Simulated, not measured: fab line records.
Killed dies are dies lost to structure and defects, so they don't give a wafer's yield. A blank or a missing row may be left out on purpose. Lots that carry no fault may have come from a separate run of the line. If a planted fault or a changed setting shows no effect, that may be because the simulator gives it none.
Struck lot and sound lot, side by side / flow n5 finfet / 18 steps out of a route of 1938
Sound: these wafers, L694.1, L694.3, L694.5. Struck: wafers L704.2, L704.3, L704.4. The cause is given at the end.
Order at every step that has rows: each side's tool, ch and its chambers, its first start. Under that, the readings that differ: sound wafers / struck wafers / difference of the means / sigmas: that difference in standard deviations of wafers without a fault.
alike: readings whose means differ by less than 2 such deviations, and words and numbers that are the same on both sides. not compared: withheld readings, readings that some wafer has no value for, bounds like >300 that may hide the same value, and numbers for which the record gives no deviation and whose values overlap.
A row with sigmas, a row that says differs or no value, or rows on one side alone: a step with any of these is where the two part. When numbers do not overlap yet have no deviation, they are printed without sigmas and do not part them. Lack of a reading on every wafer of one side parts them only where that side has two or more wafers.

first, 2 steps without rows for these wafers: N5_STI_FIN_REVEAL_STRIP_16 (strips SiNx in H3PO4, target depth 23.8 nm); N5_STI_FIN_REVEAL_PRECLEAN_17 (cleans in NF3:NH3, afs cycles 1, time 20 s, sublimation time 60 s).
N5_STI_FIN_REVEAL_ETCH_34: etches Si in H2, material Si, target depth 0.97 nm.
  sound on rie si-02 ch 0,2,3, day 2 23:48; struck on rie si-05 ch 0,1,2, day 5 15:18
  alike: chamber pressure mTorr, drypump motor current A, oes product au, throttle valve pct
  not compared: rf hours counter h
N5_STI_FIN_REVEAL_OXIDATION_31: chemistry O2 PLASMA REMOTE, time 20 s.
  sound on plasma asher-01 ch 0,1, day 2 23:52; struck on plasma asher-01 ch 0,1, day 5 15:22
  alike: chamber pressure mTorr, drypump motor current A, heater power w
  not compared: rf hours counter h
then, 3 steps without rows for these wafers: N5_STI_FIN_REVEAL_PRECLEAN_32 (cleans in NF3:NH3, afs cycles 1, time 20 s, sublimation time 60 s); N5_STI_FIN_REVEAL_STRIP_35 (strips Si3N4 in H3PO4, target depth 4 nm, time 39 s); N5_STI_FIN_REVEAL_SRD_21 (time 30 s).
N5_STI_FIN_REVEAL_OXIDATION_33: chemistry O2 PLASMA REMOTE, time 20 s.
  sound on plasma asher-01 ch 0,1, day 3 00:13; struck on plasma asher-01 ch 0,1, day 5 15:43
  alike: chamber pressure mTorr, drypump motor current A, heater power w
  not compared: rf hours counter h
then, 2 steps without rows for these wafers: N5_STI_FIN_REVEAL_CLEAN_19 (cleans in O3/DIW, time 120 s); N5_STI_FIN_REVEAL_SRD_23 (time 30 s).
N5_STI_FIN_REVEAL_CD_MEAS_22: target cd 6.238 nm, pitch 28 nm.
  sound: cd sem-02 at day 3 00:22; struck: cd sem-02 at day 5 15:52
  alike: cd nm
N5_STI_FIN_REVEAL_FIN_H_MEAS_10:
  sound: ocd-01 at day 3 00:24; struck: ocd-02 at day 5 15:54
  alike: trench depth nm
N5_STI_FIN_REVEAL_PRECLEAN_18: cleans in SC2, time 45 s.
  sound on wet bench-02 ch 1,2,7, day 3 00:26; struck on wet bench-02 ch 0,1,7, day 5 15:56
then, 1 step without rows for these wafers: N5_STI_FIN_REVEAL_SRD_28 (time 30 s).
N5_STI_FIN_REVEAL_INSPECT_13: inspects for defects (darkfield).
  sound: defect inspect-02 at day 3 00:29; struck: defect inspect-01 at day 5 15:59
reading=raw defect count; sound=7 2 9; struck=666 665 691; difference=+668; sigmas=+99 or more
then, 1 step without rows for these wafers: N5_DUMMY_GATE_PRECLEAN_00 (cleans in O3/DIW, time 60 s).
-- record jumps: 6 days separate the struck wafers' starts on either side; left off in module DUMMY_GATE, taken up again in module BEOL_M4, whose first shown step is the route's number 1111 --
N5_BEOL_M4_RC_MEAS_101:
  sound on prober-02 ch 0, day 8 14:24; struck on prober-02 ch 0, day 11 05:46
  alike: DIBL_N, DIBL_P, IOFF_N, IOFF_P, ION_N, ION_P, SS_N, SS_P, VT_N, VT_P
-- here the record skips 4 days between the struck wafers' starts before and after, leaving off in module BEOL_M4 and picking up in module PASSIVATION (first step shown: number 1936 of the route) --
N5_PASSIVATION_PROBE_49:
  only the struck wafers here have rows in the record (prober-02, day 15 03:58); the sound ones have none

== WHERE THEY PART ==
At N5_STI_FIN_REVEAL_INSPECT_13 first; at N5_PASSIVATION_PROBE_49 last (within this record only).

WHY: the cause the simulator had injected
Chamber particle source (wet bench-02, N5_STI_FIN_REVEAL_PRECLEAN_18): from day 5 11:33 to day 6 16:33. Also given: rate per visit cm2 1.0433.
